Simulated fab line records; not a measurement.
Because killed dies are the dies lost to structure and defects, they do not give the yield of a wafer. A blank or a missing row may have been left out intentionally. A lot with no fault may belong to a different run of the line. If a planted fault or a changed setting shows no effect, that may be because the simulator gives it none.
Which tool was responsible? :: flow n5Finfet :: 36 wafers sampled from 12 lots at 1 step of a route of 1938

WHAT THE GAUGES SHOWED, per wafer
N5_BEOL_M7_THK_MEAS_01.
lot: L076
measured: day 10 02:28
on: filmMetro-02
M7_ILD_THK (nm): 154.6 154.7 158.7

lot: L079
measured: day 10 04:49
on: filmMetro-01
M7_ILD_THK (nm): 157.2 154.2 158.8

lot: L078
measured: day 10 14:23
on: filmMetro-02
M7_ILD_THK (nm): 151.5 152.4 154.0

lot: L081
measured: day 11 15:41
on: filmMetro-02
M7_ILD_THK (nm): 151.3 154.2 157.0

lot: L085
measured: day 12 13:26
on: filmMetro-01
M7_ILD_THK (nm): 152.1 154.3 155.0

lot: L086
measured: day 13 22:16
on: filmMetro-01
M7_ILD_THK (nm): 155.0 155.2 156.4

lot: L083
measured: day 14 12:44
on: filmMetro-02
M7_ILD_THK (nm): 151.7 153.3 155.1

lot: L088
measured: day 14 21:47
on: filmMetro-02
M7_ILD_THK (nm): 156.6 151.5 154.5

lot: L093
measured: day 15 14:08
on: filmMetro-02
M7_ILD_THK (nm): 154.3 154.0 156.2

lot: L094
measured: day 15 21:50
on: filmMetro-02
M7_ILD_THK (nm): 155.1 153.7 154.9

lot: L097
measured: day 16 12:06
on: filmMetro-02
M7_ILD_THK (nm): 153.7 153.4 157.2

lot: L096
measured: day 17 00:34
on: filmMetro-01
M7_ILD_THK (nm): 155.3 155.6 156.5

WHAT TOOL EACH LOT RAN ON (gives the tool, then ch and the chambers of the sampled wafers, and finally the start)
Record: no process step prior to these readings.

THE ANSWER, worked out from the rows above alone
Rule: usual is defined by the lots themselves. The widest of any qualifying gaps counts: lots, ordered by their means at a reading, are off when they make up no more than a third of the lots, leave a main group of 4 or more, and stand apart from it by 3 or more times the standard deviation of that group's means. If all means in a main group match to the digits the tables above print for the reading, that group is not used. Also off: a lot with no number at a reading for which 4 or more lots have one. The other lots that the step has rows for count as sound.
Across all readings shown, no lot is off: no conclusion can be drawn from this.

WHAT WAS PUT IN BY THE SIMULATOR
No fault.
